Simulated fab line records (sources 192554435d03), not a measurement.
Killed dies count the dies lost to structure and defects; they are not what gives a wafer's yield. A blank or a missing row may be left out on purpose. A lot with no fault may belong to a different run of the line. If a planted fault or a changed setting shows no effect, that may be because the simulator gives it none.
Chamber matching    flow n5-finfet    N5_HKMG_FIN_ALD_91 on ald-metal-01 has 4 sister chambers
The step deposits TiN, target thk 1 nm, pulse time 1 s, purge time 3 s. 4 wafers are shown with their chamber, then 8 later ones without.

## WAFERS PAIRED WITH THEIR CHAMBERS
wafer   chamber  heater-power-w (W)
L080.2  0        998
L080.3  3        940
L082.1  1        905
L084.2  2        757

## WAFERS WITHOUT THEIR CHAMBER
wafer   heater-power-w (W)
L084.5  1014
L084.6  941
L090.1  933
L090.2  975
L090.6  772
L091.1  775
L091.2  900
L091.3  944

## EACH ONE'S CHAMBER
wafer   from the rows above      in truth
L084.5  0                        0
L084.6  3                        3
L090.1  can't be placed: 3 or 1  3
L090.2  can't be placed: 0 or 3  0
L090.6  2                        2
L091.1  2                        2
L091.2  1                        1
L091.3  3                        3
6 of 8 placed correctly. Can't be placed from these rows: 2 (the true chamber is among the candidates in 2). Number placed wrongly: 0.
How it was worked out, from the rows above alone: a wafer's distance from a chamber is the root of the sum, over the readings, of the square of ((its reading less the chamber's mean) divided by the reading's scatter). The wafer belongs to the nearest chamber; if the next one is less than 2 further off, it can't be placed. Each chamber's mean is taken over the wafers shown for it. The scatter (one wafer shown for each chamber): square how far every hidden wafer sits from the nearest shown wafer, average those squares and take the square root.
